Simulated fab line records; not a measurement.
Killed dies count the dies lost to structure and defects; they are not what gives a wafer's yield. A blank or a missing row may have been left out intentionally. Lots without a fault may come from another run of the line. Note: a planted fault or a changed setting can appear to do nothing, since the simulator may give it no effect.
Check for tools in common | flow nand-harc | Sample size 3 lots and 9 wafers

== WHAT PROMPTED THE OPENING ==
At NHARC_END_SORT_01 the reading killed-dies is flagged on 3 of 3 lots. No-fault wafers: 63, standard deviation 20.
Rule: flag the lot when none of its wafers has a number, or when each of its wafers that has one lies beyond 4 standard deviations from that mean. The other lots count as sound.

lot  | measured     | on        | killed-dies, wafer by wafer | flag
L988 | day 28 10:50 | prober-01 | 677 677 677                 | FLAGGED
L990 | day 28 11:41 | prober-02 | 677 677 677                 | FLAGGED
L989 | day 28 21:06 | prober-01 | 677 677 677                 | FLAGGED
On average the flagged lots' numbers are 677, which is +614 against the usual, or +31 standard deviations.

== LOT BY LOT: THE TOOL USED ==
Before the reading, the record contains 4 process steps out of a 1302-step route. Every cell lists first the tool, next ch and the chambers used by the sampled wafers, and last the start.
lot  | flag    | NHARC_A_STAIRCASE_ETCH_169         | NHARC_A_STAIRCASE_ETCH_15                     | NHARC_A_STAIRCASE_TRIM_16                     | NHARC_A_STAIRCASE_TRIM_26
L988 | FLAGGED | rie-diel-06 ch 1,3, day 19 21:26   | rie-diel-08 ch 0,2,3, day 20 01:16 or earlier | rie-diel-08 ch 0,1,3, day 20 01:16 or earlier | rie-diel-07 ch 0,1,2, day 20 01:16
L990 | FLAGGED | rie-diel-07 ch 1,2,3, day 20 01:52 | rie-diel-07 ch 0,3, day 20 06:15 or earlier   | rie-diel-07 ch 0,3, day 20 06:15 or earlier   | rie-diel-08 ch 1,2,3, day 20 06:15
L989 | FLAGGED | rie-diel-07 ch 1,2, day 19 21:42   | rie-diel-08 ch 0,1, day 20 01:35 or earlier   | rie-diel-08 ch 0,1,3, day 20 01:35 or earlier | rie-diel-08 ch 0,1, day 20 01:35
What is done by these steps:
- NHARC_A_STAIRCASE_ETCH_169: etches the open film in CH3F/O2, target depth 50 nm, time 107.1 s.
- NHARC_A_STAIRCASE_ETCH_15: etches the open film in C4F8/O2, target depth 100 nm, time 40.5 s.
- NHARC_A_STAIRCASE_TRIM_16: chemistry O2, time 211.2 s.
- NHARC_A_STAIRCASE_TRIM_26: chemistry O2, time 211.2 s.
- NHARC_END_SORT_01

== FLAGGED OVER TOTAL, TOOL BY TOOL (the gauges that took the reading come last) ==
step                       | tool        | lots run | flagged | share of the flagged lots | sound lots run after its first flagged lot
NHARC_A_STAIRCASE_ETCH_169 | rie-diel-06 | 1        | 1       | some                      | 0
NHARC_A_STAIRCASE_ETCH_169 | rie-diel-07 | 2        | 2       | some                      | 0
NHARC_A_STAIRCASE_ETCH_15  | rie-diel-07 | 1        | 1       | some                      | 0
NHARC_A_STAIRCASE_ETCH_15  | rie-diel-08 | 2        | 2       | some                      | 0
NHARC_A_STAIRCASE_TRIM_16  | rie-diel-07 | 1        | 1       | some                      | 0
NHARC_A_STAIRCASE_TRIM_16  | rie-diel-08 | 2        | 2       | some                      | 0
NHARC_A_STAIRCASE_TRIM_26  | rie-diel-07 | 1        | 1       | some                      | 0
NHARC_A_STAIRCASE_TRIM_26  | rie-diel-08 | 2        | 2       | some                      | 0
NHARC_END_SORT_01          | prober-01   | 2        | 2       | some                      | 0
NHARC_END_SORT_01          | prober-02   | 1        | 1       | some                      | 0
NHARC_A_STAIRCASE_ETCH_15: start missing for some lots; hours and lot order therefore follow NHARC_A_STAIRCASE_TRIM_26. NHARC_A_STAIRCASE_TRIM_16: start missing for some lots; hours and lot order therefore follow NHARC_A_STAIRCASE_TRIM_26.

== WHAT THE TABLE PERMITS ==
No row of the table ran every flagged lot.

== WHAT THE SIMULATOR HAD INSERTED ==
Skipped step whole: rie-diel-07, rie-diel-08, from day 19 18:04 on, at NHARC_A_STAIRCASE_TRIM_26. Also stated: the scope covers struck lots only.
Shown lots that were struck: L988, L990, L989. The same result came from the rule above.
